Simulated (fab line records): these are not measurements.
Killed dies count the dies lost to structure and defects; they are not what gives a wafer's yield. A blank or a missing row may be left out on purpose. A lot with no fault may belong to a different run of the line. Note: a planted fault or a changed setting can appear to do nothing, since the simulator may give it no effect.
Which tool did it?	flow nandHarc	Sampling: 24 lots, 72 wafers, 6 of 1159 route steps

## WHAT THE GAUGES READ, wafer by wafer
The record holds no reading of a measuring or inspecting step that can be judged against a usual standard deviation.

## TOOL THAT RAN EACH LOT (tool first, then ch and the chambers of the sampled wafers, then the start)
lot	NHARC_P_M0_DEP_32	NHARC_P_M1_PRE_CLEAN_32	NHARC_P_M2_DESCUM_14	NHARC_P_M2_PVD_20	NHARC_P_BONDPAD_CMP_32	NHARC_P_BONDPAD_ETCH_37
L074	pecvd-02 ch 0,2, day 5 17:27	pecvd-04 ch 0,1,2, day 5 21:30	rieDiel-09 ch 1,2, day 5 22:59	pvdSputter-03, day 6 02:37 or earlier	cmp-04 ch 0,2,3, day 6 02:37	rieDiel-11 ch 0,2,3, day 6 03:41
L077	pecvd-01 ch 0,1,2, day 6 17:45	pecvd-01 ch 0,1,2, day 6 21:59	rieDiel-03 ch 0,2,3, day 6 23:29	pvdSputter-02, day 7 03:29 or earlier	cmp-03 ch 0,1,2, day 7 03:29	rieDiel-11 ch 0,2,3, day 7 04:34
L076	pecvd-02 ch 0,1,2, day 6 18:20	pecvd-02 ch 0,2, day 6 22:25	rieDiel-09 ch 1,2,3, day 6 23:54	pvdSputter-03, day 7 03:36 or earlier	cmp-04 ch 1,2,3, day 7 03:36	rieDiel-11 ch 1,2,3, day 7 04:44
L078	pecvd-02 ch 0,2, day 6 21:20	pecvd-01 ch 0,2, day 7 01:26	rieDiel-09 ch 0,2,3, day 7 03:01	pvdSputter-01, day 7 06:46 or earlier	cmp-04 ch 1,3, day 7 06:46	rieDiel-11 ch 1,2,3, day 7 07:44
L075	pecvd-01 ch 0,1,2, day 6 21:34	pecvd-02 ch 0,2, day 7 01:36	rieDiel-09 ch 0,2,3, day 7 03:22	pvdSputter-03, day 7 07:00 or earlier	cmp-02 ch 1,2,3, day 7 07:00	rieDiel-11 ch 0,1,2, day 7 08:07
L079	pecvd-04 ch 1,2, day 7 12:19	pecvd-01 ch 0,1, day 7 16:29	rieDiel-03 ch 0,1,2, day 7 18:01	pvdSputter-03, day 7 21:56 or earlier	cmp-04 ch 0,2,3, day 7 21:56	rieDiel-11 ch 2,3, day 7 23:01
L080	pecvd-01 ch 0,1,2, day 7 15:04	pecvd-01 ch 0,2, day 7 19:13	rieDiel-03 ch 0,2,3, day 7 20:45	pvdSputter-02, day 8 00:35 or earlier	cmp-04 ch 0,3, day 8 00:35	rieDiel-11 ch 0,1, day 8 01:34
L081	pecvd-04 ch 0,1, day 7 16:15	pecvd-01 ch 0,1, day 7 20:16	rieDiel-03 ch 0,2,3, day 7 21:48	pvdSputter-02, day 8 01:26 or earlier	cmp-03 ch 1,2, day 8 01:26	rieDiel-08 ch 1,2,3, day 8 02:28
L082	pecvd-01 ch 0,2, day 7 20:44	pecvd-01 ch 0,1,2, day 8 00:55	rieDiel-03 ch 1,2,3, day 8 02:26	pvdSputter-02, day 8 05:59 or earlier	cmp-02 ch 0,2,3, day 8 05:59	rieDiel-11 ch 0,1,3, day 8 07:04
L083	pecvd-02 ch 0,1,2, day 8 09:58	pecvd-02 ch 0,1, day 8 13:58	rieDiel-03 ch 0,1, day 8 15:27	pvdSputter-03, day 8 19:00 or earlier	cmp-04 ch 0,1,2, day 8 19:00	rieDiel-11 ch 1,3, day 8 20:08
L087	pecvd-02 ch 0,1,2, day 9 02:49	pecvd-01 ch 0,1,2, day 9 06:53	rieDiel-03 ch 0,1,3, day 9 08:22	pvdSputter-03, day 9 12:08 or earlier	cmp-03 ch 2,3, day 9 12:08	rieDiel-11 ch 0,1,2, day 9 13:16
L086	pecvd-04 ch 0,1,2, day 9 03:05	pecvd-02 ch 0,2, day 9 07:14	rieDiel-03 ch 0,1, day 9 08:55	pvdSputter-02, day 9 12:54 or earlier	cmp-02 ch 1,3, day 9 12:54	rieDiel-11 ch 1,2, day 9 14:00
L084	pecvd-02 ch 0,1, day 9 03:16	pecvd-02 ch 0,2, day 9 07:34	rieDiel-12 ch 0,1,3, day 9 09:11	pvdSputter-01, day 9 13:05 or earlier	cmp-02 ch 0,2,3, day 9 13:05	rieDiel-11 ch 1,2,3, day 9 14:13
L085	pecvd-02 ch 0,1,2, day 9 12:53	pecvd-02 ch 1,2, day 9 16:52	rieDiel-03 ch 1,3, day 9 18:25	pvdSputter-01, day 9 22:04 or earlier	cmp-02 ch 0,1,2, day 9 22:04	rieDiel-11 ch 0,2,3, day 9 23:08
L088	pecvd-02 ch 0,2, day 9 18:17	pecvd-02 ch 0,1, day 9 22:37	rieDiel-12 ch 0,1,3, day 10 00:07	pvdSputter-01, day 10 03:58 or earlier	cmp-02 ch 0,2,3, day 10 03:58	rieDiel-08 ch 0,1,3, day 10 04:58
L089	pecvd-02 ch 0,1,2, day 9 19:21	pecvd-02 ch 0,1,2, day 9 23:16	rieDiel-12 ch 0,1, day 10 00:46	pvdSputter-01, day 10 04:32 or earlier	cmp-02 ch 2,3, day 10 04:32	rieDiel-13 ch 0,1,3, day 10 05:31
L090	pecvd-01 ch 0,1,2, day 9 22:23	pecvd-02 ch 0,1,2, day 10 02:30	rieDiel-12 ch 1,2,3, day 10 03:53	pvdSputter-03, day 10 07:31 or earlier	cmp-03 ch 1,2,3, day 10 07:31	rieDiel-13 ch 0,1,3, day 10 08:33
L091	pecvd-01 ch 1,2, day 10 02:16	pecvd-04 ch 0,2, day 10 06:20	rieDiel-12 ch 0,1, day 10 07:50	pvdSputter-01, day 10 11:38 or earlier	cmp-03 ch 0,2,3, day 10 11:38	rieDiel-11 ch 0,1, day 10 12:43
L093	pecvd-01 ch 0,1,2, day 10 11:27	pecvd-04 ch 0,1, day 10 15:34	rieDiel-03 ch 0,1,2, day 10 17:05	pvdSputter-01, day 10 20:44 or earlier	cmp-02 ch 0,2,3, day 10 20:44	rieDiel-11 ch 0,1,2, day 10 21:49
L092	pecvd-02 ch 0,1, day 10 12:06	pecvd-02 ch 0,1,2, day 10 16:14	rieDiel-03 ch 1,2,3, day 10 17:47	pvdSputter-02, day 10 21:20 or earlier	cmp-03 ch 0,1,3, day 10 21:20	rieDiel-11 ch 1,2,3, day 10 22:26
L094	pecvd-02 ch 0,1,2, day 10 17:40	pecvd-02 ch 0,2, day 10 21:46	rieDiel-03 ch 0,1, day 10 23:18	pvdSputter-01, day 11 02:54 or earlier	cmp-04 ch 0,1, day 11 02:54	rieDiel-11 ch 0,2,3, day 11 03:55
L096	pecvd-04 ch 1,2, day 11 04:56	pecvd-04 ch 0,1, day 11 09:02	rieDiel-03 ch 1,2, day 11 10:35	pvdSputter-01, day 11 14:14 or earlier	cmp-04 ch 0,2,3, day 11 14:14	rieDiel-11 ch 1,3, day 11 15:22
L095	pecvd-02 ch 1,2, day 11 05:40	pecvd-02 ch 0,1,2, day 11 09:46	rieDiel-12 ch 0,2, day 11 11:08	pvdSputter-02, day 11 14:52 or earlier	cmp-02 ch 0,2,3, day 11 14:52	rieDiel-08 ch 1,2,3, day 11 16:08
L097	pecvd-04 ch 0,1,2, day 12 04:28	pecvd-04 ch 0,1,2, day 12 08:41	rieDiel-03 ch 0,1,3, day 12 10:11	pvdSputter-02, day 12 16:37 or earlier	cmp-03 ch 0,2,3, day 12 16:37	rieDiel-11 ch 0,1,3, day 12 17:46
- NHARC_P_M0_DEP_32: deposits SiCN, target thk 30 nm.
- NHARC_P_M1_PRE_CLEAN_32: time 12 s.
- NHARC_P_M2_DESCUM_14: chemistry O2, time 3 s.
- NHARC_P_M2_PVD_20: deposits TaN, target thk 5 nm, time 8.06 s.
- NHARC_P_BONDPAD_CMP_32: polishes SiCN, target thk 200 nm.
- NHARC_P_BONDPAD_ETCH_37: etches the open film in N2/H2, target depth 60 nm, overetch 18 nm, time 65.91 s.

## WHAT THE TOOLS THEMSELVES READ (means of the sampled wafers that have a number; where no wafer has one, the mark that the record gives instead)
NHARC_P_M0_DEP_32. Usual: heaterPowerW 584 W, standard deviation 76.
lot	tool	heaterPowerW (W)	flag
L074	pecvd-02	649	
L077	pecvd-01	580	
L076	pecvd-02	662	
L078	pecvd-02	690	
L075	pecvd-01	505	
L079	pecvd-04	538	
L080	pecvd-01	565	
L081	pecvd-04	519	
L082	pecvd-01	517	
L083	pecvd-02	579	
L087	pecvd-02	645	
L086	pecvd-04	533	
L084	pecvd-02	598	
L085	pecvd-02	614	
L088	pecvd-02	634	
L089	pecvd-02	635	
L090	pecvd-01	579	
L091	pecvd-01	539	
L093	pecvd-01	553	
L092	pecvd-02	579	
L094	pecvd-02	622	
L096	pecvd-04	557	
L095	pecvd-02	662	
L097	pecvd-04	517	

NHARC_P_M1_PRE_CLEAN_32. Usual: heaterPowerW 637 W, standard deviation 70.
lot	tool	heaterPowerW (W)	flag
L074	pecvd-04	575	
L077	pecvd-01	598	
L076	pecvd-02	711	
L078	pecvd-01	585	
L075	pecvd-02	763	
L079	pecvd-01	662	
L080	pecvd-01	633	
L081	pecvd-01	650	
L082	pecvd-01	639	
L083	pecvd-02	618	
L087	pecvd-01	601	
L086	pecvd-02	672	
L084	pecvd-02	697	
L085	pecvd-02	686	
L088	pecvd-02	654	
L089	pecvd-02	654	
L090	pecvd-02	639	
L091	pecvd-04	537	
L093	pecvd-04	585	
L092	pecvd-02	686	
L094	pecvd-02	658	
L096	pecvd-04	575	
L095	pecvd-02	657	
L097	pecvd-04	576	

NHARC_P_M2_DESCUM_14. Usual: drypumpMotorCurrentA 5.7 A, standard deviation 0.41; oesProductAu 1.001 a.u., standard deviation 0.0096; rfVppV 58.0 V, standard deviation 0.86; showerheadPlenumPTorr 1.96 Torr, standard deviation 0.078; throttleValvePct 11.312 %, standard deviation 0.0094.
lot	tool	drypumpMotorCurrentA (A)	oesProductAu (a.u.)	rfVppV (V)	showerheadPlenumPTorr (Torr)	throttleValvePct (%)	flag
L074	rieDiel-09	5.8	1.003	57.7	1.98	11.298	
L077	rieDiel-03	5.7	0.995	58.4	2.00	11.307	
L076	rieDiel-09	5.8	0.988	57.9	1.97	11.311	
L078	rieDiel-09	5.5	1.003	57.6	1.93	11.315	
L075	rieDiel-09	5.5	1.001	58.4	1.93	11.315	
L079	rieDiel-03	5.5	1.001	58.0	1.93	11.314	
L080	rieDiel-03	5.7	1.003	57.3	2.00	11.311	
L081	rieDiel-03	5.7	0.997	58.6	2.00	11.315	
L082	rieDiel-03	5.5	1.003	57.4	1.96	11.308	
L083	rieDiel-03	5.3	1.003	57.6	1.86	11.314	
L087	rieDiel-03	5.5	1.005	59.0	1.93	11.314	
L086	rieDiel-03	5.3	1.010	57.6	1.86	11.312	
L084	rieDiel-12	5.6	0.996	57.8	1.97	11.314	
L085	rieDiel-03	5.6	0.997	58.2	1.96	11.302	
L088	rieDiel-12	5.6	1.008	58.5	1.97	11.318	
L089	rieDiel-12	5.7	1.005	57.6	1.93	11.314	
L090	rieDiel-12	5.9	1.002	58.7	2.02	11.305	
L091	rieDiel-12	5.9	0.998	58.0	1.96	11.313	
L093	rieDiel-03	5.5	1.007	57.8	1.93	11.322	
L092	rieDiel-03	5.5	1.002	58.1	1.96	11.321	
L094	rieDiel-03	5.5	1.005	56.9	1.90	11.315	
L096	rieDiel-03	5.3	1.001	57.6	1.89	11.310	
L095	rieDiel-12	6.0	0.999	58.5	2.00	11.311	
L097	rieDiel-03	5.5	1.005	57.5	1.93	11.313	

NHARC_P_M2_PVD_20. Usual: cathodeDcPowerW 15000 W, standard deviation 2.9; throttleValvePct 29.8 %, standard deviation 1.1.
lot	tool	cathodeDcPowerW (W)	throttleValvePct (%)	flag
L074	pvdSputter-03	14998	30.0	
L077	pvdSputter-02	15002	29.8	
L076	pvdSputter-03	15002	30.9	
L078	pvdSputter-01	15001	29.2	
L075	pvdSputter-03	15001	29.9	
L079	pvdSputter-03	15000	30.6	
L080	pvdSputter-02	15001	29.1	
L081	pvdSputter-02	15002	29.3	
L082	pvdSputter-02	15001	29.2	
L083	pvdSputter-03	14999	30.7	
L087	pvdSputter-03	15001	30.6	
L086	pvdSputter-02	14999	29.2	
L084	pvdSputter-01	15000	29.1	
L085	pvdSputter-01	15000	29.9	
L088	pvdSputter-01	14997	29.8	
L089	pvdSputter-01	15000	28.1	
L090	pvdSputter-03	15000	30.1	
L091	pvdSputter-01	15004	28.7	
L093	pvdSputter-01	15000	28.0	
L092	pvdSputter-02	14999	30.2	
L094	pvdSputter-01	15001	30.0	
L096	pvdSputter-01	14998	29.0	
L095	pvdSputter-02	15001	30.1	
L097	pvdSputter-02	14999	29.7	

NHARC_P_BONDPAD_CMP_32. Usual: motorCurrentA 11.9 A, standard deviation 0.93.
lot	tool	motorCurrentA (A)	flag
L074	cmp-04	12.5	
L077	cmp-03	11.5	
L076	cmp-04	11.8	
L078	cmp-04	11.7	
L075	cmp-02	11.5	
L079	cmp-04	12.5	
L080	cmp-04	12.2	
L081	cmp-03	13.0	
L082	cmp-02	11.6	
L083	cmp-04	11.9	
L087	cmp-03	12.4	
L086	cmp-02	11.6	
L084	cmp-02	11.8	
L085	cmp-02	12.2	
L088	cmp-02	11.8	
L089	cmp-02	11.2	
L090	cmp-03	12.0	
L091	cmp-03	11.6	
L093	cmp-02	11.8	
L092	cmp-03	11.4	
L094	cmp-04	11.9	
L096	cmp-04	12.3	
L095	cmp-02	11.7	
L097	cmp-03	11.7	

NHARC_P_BONDPAD_ETCH_37. Usual: drypumpMotorCurrentA 5.7 A, standard deviation 0.49; n2FlowSccm 149.9 sccm, standard deviation 0.5; oesProductAu 0.995 a.u., standard deviation 0.0099; rfVppV 430 V, standard deviation 3.6; showerheadPlenumPTorr 2.04 Torr, standard deviation 0.13; throttleValvePct 14.170 %, standard deviation 0.0081.
lot	tool	drypumpMotorCurrentA (A)	n2FlowSccm (sccm)	oesProductAu (a.u.)	rfVppV (V)	showerheadPlenumPTorr (Torr)	throttleValvePct (%)	flag
L074	rieDiel-11	5.5	150.2	0.992	433	2.10	14.165	
L077	rieDiel-11	5.5	149.4	0.985	433	2.10	14.168	
L076	rieDiel-11	5.4	150.1	0.994	431	2.09	14.172	
L078	rieDiel-11	5.4	149.7	0.993	432	2.09	14.167	
L075	rieDiel-11	5.8	149.8	0.993	430	2.00	14.174	
L079	rieDiel-11	5.1	150.0	0.983	435	2.18	14.166	
L080	rieDiel-11	6.1	150.0	0.996	427	1.91	14.175	
L081	rieDiel-08	6.4	149.6	0.991	430	2.00	14.173	
L082	rieDiel-11	5.7	150.1	1.000	430	2.01	14.165	
L083	rieDiel-11	5.7	149.8	1.014	430	2.00	14.162	
L087	rieDiel-11	5.8	149.8	0.988	429	2.00	14.170	
L086	rieDiel-11	5.7	149.2	0.996	428	1.99	14.166	
L084	rieDiel-11	5.4	150.2	0.998	432	2.09	14.168	
L085	rieDiel-11	5.5	150.5	0.986	433	2.10	14.174	
L088	rieDiel-08	6.1	149.9	0.995	429	1.99	14.162	
L089	rieDiel-13	5.7	150.0	0.997	432	2.11	14.174	
L090	rieDiel-13	5.7	150.2	1.009	432	2.11	14.168	
L091	rieDiel-11	6.1	149.4	0.997	426	1.92	14.173	
L093	rieDiel-11	5.8	150.2	0.996	430	2.00	14.175	
L092	rieDiel-11	5.4	149.8	0.997	431	2.09	14.167	
L094	rieDiel-11	5.5	150.1	0.993	431	2.10	14.170	
L096	rieDiel-11	5.3	149.8	0.998	432	2.09	14.166	
L095	rieDiel-08	6.3	149.8	0.999	429	1.99	14.177	
L097	rieDiel-11	5.7	150.0	1.000	429	2.00	14.169	

## THE ANSWER, worked out from the rows above alone
Rule: a lot is off if the mean of its wafers that have a number lies more than 3 standard deviations from the usual mean. Also off: a lot with no number at a reading for which 4 or more lots have one. Where the step has rows for the other lots, those lots are counted as sound. First the gauges in route order, then the tools' own readings, where a lot's mean is used as printed above. At the first step where some lot is off, the reading lying furthest off is the one used; lots without a number count as furthest.
None of the lots is off at any reading shown; this tells nothing.

## WHAT HAD BEEN PUT IN BY THE SIMULATOR
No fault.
